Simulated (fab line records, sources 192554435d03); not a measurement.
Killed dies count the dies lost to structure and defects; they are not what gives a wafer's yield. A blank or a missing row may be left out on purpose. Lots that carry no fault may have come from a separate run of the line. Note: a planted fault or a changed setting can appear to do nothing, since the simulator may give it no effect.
Chamber matching :: flow n5Finfet :: 4 sister chambers for N5_HKMG_FIN_DESCUM_53 on rieDiel-05
The step chemistry O2, time 7.9 s. 22 wafers are shown with their chamber, then 11 later ones without.

== WAFERS PAIRED WITH THEIR CHAMBERS ==
wafer: L075.1
chamber: 1
showerheadPlenumPTorr (Torr): 2.10
oesProductAu (a.u.): 0.74
throttleValvePct (%): 20.1

wafer: L075.2
chamber: 2
showerheadPlenumPTorr (Torr): 2.06
oesProductAu (a.u.): 0.90
throttleValvePct (%): 20.2

wafer: L075.3
chamber: 0
showerheadPlenumPTorr (Torr): 1.99
oesProductAu (a.u.): 0.83
throttleValvePct (%): 20.0

wafer: L075.4
chamber: 3
showerheadPlenumPTorr (Torr): 2.18
oesProductAu (a.u.): 0.71
throttleValvePct (%): 20.5

wafer: L075.5
chamber: 2
showerheadPlenumPTorr (Torr): 2.06
oesProductAu (a.u.): 0.89
throttleValvePct (%): 20.2

wafer: L075.6
chamber: 3
showerheadPlenumPTorr (Torr): 2.18
oesProductAu (a.u.): 0.70
throttleValvePct (%): 20.5

wafer: L079.1
chamber: 2
showerheadPlenumPTorr (Torr): 2.05
oesProductAu (a.u.): 0.89
throttleValvePct (%): 20.2

wafer: L079.3
chamber: 0
showerheadPlenumPTorr (Torr): 1.99
oesProductAu (a.u.): 0.84
throttleValvePct (%): 20.0

wafer: L079.4
chamber: 3
showerheadPlenumPTorr (Torr): 2.17
oesProductAu (a.u.): 0.72
throttleValvePct (%): 20.5

wafer: L081.1
chamber: 2
showerheadPlenumPTorr (Torr): 2.05
oesProductAu (a.u.): 0.89
throttleValvePct (%): 20.2

wafer: L081.2
chamber: 1
showerheadPlenumPTorr (Torr): 2.09
oesProductAu (a.u.): 0.73
throttleValvePct (%): 20.1

wafer: L081.3
chamber: 3
showerheadPlenumPTorr (Torr): 2.17
oesProductAu (a.u.): 0.71
throttleValvePct (%): 20.5

wafer: L081.4
chamber: 0
showerheadPlenumPTorr (Torr): 1.99
oesProductAu (a.u.): 0.82
throttleValvePct (%): 20.0

wafer: L081.5
chamber: 3
showerheadPlenumPTorr (Torr): 2.17
oesProductAu (a.u.): 0.71
throttleValvePct (%): 20.6

wafer: L081.6
chamber: 2
showerheadPlenumPTorr (Torr): 2.05
oesProductAu (a.u.): 0.89
throttleValvePct (%): 20.2

wafer: L082.2
chamber: 0
showerheadPlenumPTorr (Torr): 1.99
oesProductAu (a.u.): 0.82
throttleValvePct (%): 20.0

wafer: L082.3
chamber: 1
showerheadPlenumPTorr (Torr): 2.09
oesProductAu (a.u.): 0.73
throttleValvePct (%): 20.1

wafer: L082.6
chamber: 0
showerheadPlenumPTorr (Torr): 1.99
oesProductAu (a.u.): 0.82
throttleValvePct (%): 20.0

wafer: L084.1
chamber: 3
showerheadPlenumPTorr (Torr): 2.17
oesProductAu (a.u.): 0.71
throttleValvePct (%): 20.5

wafer: L084.4
chamber: 1
showerheadPlenumPTorr (Torr): 2.09
oesProductAu (a.u.): 0.72
throttleValvePct (%): 20.2

wafer: L084.6
chamber: 2
showerheadPlenumPTorr (Torr): 2.05
oesProductAu (a.u.): 0.87
throttleValvePct (%): 20.2

wafer: L088.1
chamber: 1
showerheadPlenumPTorr (Torr): 2.09
oesProductAu (a.u.): 0.73
throttleValvePct (%): 20.2

SIGNATURES (averages over the wafers above)
reading: showerheadPlenumPTorr
chamber 0: 1.9900
chamber 1: 2.0920
chamber 2: 2.0533
chamber 3: 2.1733
scatter within a chamber: 0.00439

reading: oesProductAu
chamber 0: 0.8260
chamber 1: 0.7300
chamber 2: 0.8883
chamber 3: 0.7100
scatter within a chamber: 0.00818

reading: throttleValvePct
chamber 0: 20.000
chamber 1: 20.140
chamber 2: 20.200
chamber 3: 20.517
scatter within a chamber: 0.0336
Rule: distance of a wafer from a chamber = root of the sum over the readings of ((wafer's reading minus chamber's mean) / reading's scatter) squared. The wafer belongs to the nearest chamber; if the next one is less than 2 further off, it can't be placed. The scatter: the root of (the sum of the squares of (reading less its chamber's mean) over the shown wafers, divided by (wafers less chambers)).

== WAFERS WITH NO CHAMBER GIVEN ==
wafer: L088.2
showerheadPlenumPTorr (Torr): 2.17
oesProductAu (a.u.): 0.70
throttleValvePct (%): 20.6

wafer: L088.3
showerheadPlenumPTorr (Torr): 2.05
oesProductAu (a.u.): 0.86
throttleValvePct (%): 20.2

wafer: L088.4
showerheadPlenumPTorr (Torr): 1.99
oesProductAu (a.u.): 0.81
throttleValvePct (%): 20.1

wafer: L088.5
showerheadPlenumPTorr (Torr): 1.99
oesProductAu (a.u.): 0.81
throttleValvePct (%): 20.0

wafer: L088.6
showerheadPlenumPTorr (Torr): 2.09
oesProductAu (a.u.): 0.72
throttleValvePct (%): 20.2

wafer: L090.1
showerheadPlenumPTorr (Torr): 2.05
oesProductAu (a.u.): 0.86
throttleValvePct (%): 20.2

wafer: L090.2
showerheadPlenumPTorr (Torr): 1.99
oesProductAu (a.u.): 0.81
throttleValvePct (%): 20.1

wafer: L090.6
showerheadPlenumPTorr (Torr): 2.17
oesProductAu (a.u.): 0.69
throttleValvePct (%): 20.6

wafer: L095.1
showerheadPlenumPTorr (Torr): 2.16
oesProductAu (a.u.): 0.69
throttleValvePct (%): 20.6

wafer: L095.2
showerheadPlenumPTorr (Torr): 2.08
oesProductAu (a.u.): 0.70
throttleValvePct (%): 20.2

wafer: L095.4
showerheadPlenumPTorr (Torr): 1.98
oesProductAu (a.u.): 0.80
throttleValvePct (%): 20.1

== WHICH CHAMBER EACH ONE RAN IN ==
wafer: L088.2
from the rows above: 3
in truth: 3

wafer: L088.3
from the rows above: 2
in truth: 2

wafer: L088.4
from the rows above: 0
in truth: 0

wafer: L088.5
from the rows above: 0
in truth: 0

wafer: L088.6
from the rows above: 1
in truth: 1

wafer: L090.1
from the rows above: 2
in truth: 2

wafer: L090.2
from the rows above: 0
in truth: 0

wafer: L090.6
from the rows above: 3
in truth: 3

wafer: L095.1
from the rows above: 3
in truth: 3

wafer: L095.2
from the rows above: 1
in truth: 1

wafer: L095.4
from the rows above: 0
in truth: 0
Correct placement for 11 of the 11. Left unplaced by these rows: 0. Number placed wrongly: 0.
